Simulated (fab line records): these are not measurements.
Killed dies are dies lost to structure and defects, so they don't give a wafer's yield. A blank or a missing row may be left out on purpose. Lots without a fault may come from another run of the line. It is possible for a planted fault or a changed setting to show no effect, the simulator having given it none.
Chamber matching    flow nandHarc    3 sister chambers for NHARC_A_STAIRCASE_DEP_259 on pecvd-02
The step deposits SiON, target thk 30 nm. 16 wafers are shown with their chamber, then 8 later ones without.

## EACH WAFER AND ITS CHAMBER
wafer   chamber  heaterPowerW (W)
L076.2  2        675
L076.5  0        786
L076.6  1        719
L079.4  1        759
L079.5  2        622
L079.6  0        659
L080.3  1        851
L080.4  1        846
L080.6  2        734
L081.1  0        727
L081.4  2        607
L081.5  0        739
L082.1  0        647
L082.2  1        841
L082.3  2        751
L085.2  0        640

SIGNATURES, as means of the wafers listed above
reading       chamber 0  chamber 1  chamber 2  scatter within a chamber
heaterPowerW  699.67     803.20     677.80     61.4
Rule: a wafer's distance from a chamber is the root of the sum, over the readings, of the square of ((its reading less the chamber's mean) divided by the reading's scatter). The wafer belongs to the nearest chamber; if the next one is less than 2 further off, it can't be placed. The scatter is the square root of a quotient: the sum, over the shown wafers, of each reading's squared deviation from its chamber's mean, divided by wafers minus chambers.

## WAFERS MISSING THEIR CHAMBER
wafer   heaterPowerW (W)
L085.3  647
L085.6  638
L090.3  704
L090.4  680
L090.5  807
L093.1  750
L093.4  691
L093.5  741

## EACH ONE'S CHAMBER
wafer   from the rows above           in truth
L085.3  can't be placed: 2 or 0       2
L085.6  can't be placed: 2 or 0       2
L090.3  can't be placed: 0 or 2 or 1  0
L090.4  can't be placed: 2 or 0 or 1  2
L090.5  can't be placed: 1 or 0       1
L093.1  can't be placed: 0 or 1 or 2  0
L093.4  can't be placed: 0 or 2 or 1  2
L093.5  can't be placed: 0 or 1 or 2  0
Correct placement for 0 of the 8. From these rows, 8 cannot be placed; in 8 the true chamber is one of the candidates. Placed wrongly: 0.
